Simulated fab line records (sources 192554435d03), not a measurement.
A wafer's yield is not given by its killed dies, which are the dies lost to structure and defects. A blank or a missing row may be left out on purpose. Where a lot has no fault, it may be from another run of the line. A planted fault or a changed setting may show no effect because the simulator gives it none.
One fault through the eyes of 2 desks -- flow n5-finfet -- each desk has only its own numbers; what lay behind them comes last

## THE METROLOGY DESK
What the gauges read for every lot (on any tool): the sampled wafers with a number, averaged. If a lot's mean is further than 4 standard deviations from the usual mean, the lot is out of limits and carries the mark OUT (the distance appears in the brackets). Only the readings that lie furthest out on some lot appear, 7 of the 10 it has.
Columns: A = DIBL_N at N5_BEOL_M4_RC_MEAS_101, usual 36.0 mV/V; B = DIBL_P at N5_BEOL_M4_RC_MEAS_101, usual 35.8 mV/V; C = ION_P at N5_BEOL_M4_RC_MEAS_101, usual 460 uA/um; D = SS_N at N5_BEOL_M4_RC_MEAS_101, usual 71.5 mV/dec; E = SS_P at N5_BEOL_M4_RC_MEAS_101, usual 73.2 mV/dec; F = VT_N at N5_BEOL_M4_RC_MEAS_101, usual 250 mV; G = VT_P at N5_BEOL_M4_RC_MEAS_101, usual -251 mV
lot,first seen here,A,B,C,D,E,F,G
L760,day 9 08:49,34.3,35.2,457,71.4,73.0,250,-255
L762,day 9 17:07,36.3,37.0,466,72.3,73.6,249,-252
L764,day 10 15:08,36.2,34.9,462,71.7,73.5,248,-248
L768,day 11 15:01,35.5,35.3,461,70.8,72.9,252,-251
L769,day 11 21:53,36.0,36.3,458,71.6,73.2,252,-254
L773,day 12 10:33,35.0,35.6,451,71.8,73.2,254,-257
L772,day 12 18:06,34.6,33.2,462,71.3,72.1,253,-250
L776,day 13 10:17,35.9,36.5,460,71.4,73.9,253,-253
L775,day 13 11:05,35.5,34.9,458,70.8,73.0,250,-251
L777,day 13 17:25,35.9,34.7,461,71.1,72.8,248,-252
Result from this desk: across the 10 lots, nothing is out of limits.

## THE TOOL OWNER'S DESK: pvd-sputter-01
At N5_MIM_TOP_SPUTTER_03 (material TiN, target thk 35 nm, time 89.7 s) the tool's own readings: per lot run on this tool, the mean of the sampled wafers that have a number. If a lot's mean is further than 4 standard deviations from the usual mean, the lot is out of limits and carries the mark OUT (the distance appears in the brackets).
Columns: A = throttle-valve-pct at N5_MIM_TOP_SPUTTER_03, usual 29.8 %
lot,first seen here,A
L760,day 13 11:54,29.6
L768,day 15 13:16,29.4
L769,day 16 00:58,29.9
L772,day 16 22:06,30.1
Result from this desk: across the 4 lots, nothing is out of limits.

## ALL TOGETHER
At the metrology desk, nothing out of limits was observed.
The desk of the tool owner found nothing out of limits.

## WHAT THE SIMULATOR HAD PUT IN
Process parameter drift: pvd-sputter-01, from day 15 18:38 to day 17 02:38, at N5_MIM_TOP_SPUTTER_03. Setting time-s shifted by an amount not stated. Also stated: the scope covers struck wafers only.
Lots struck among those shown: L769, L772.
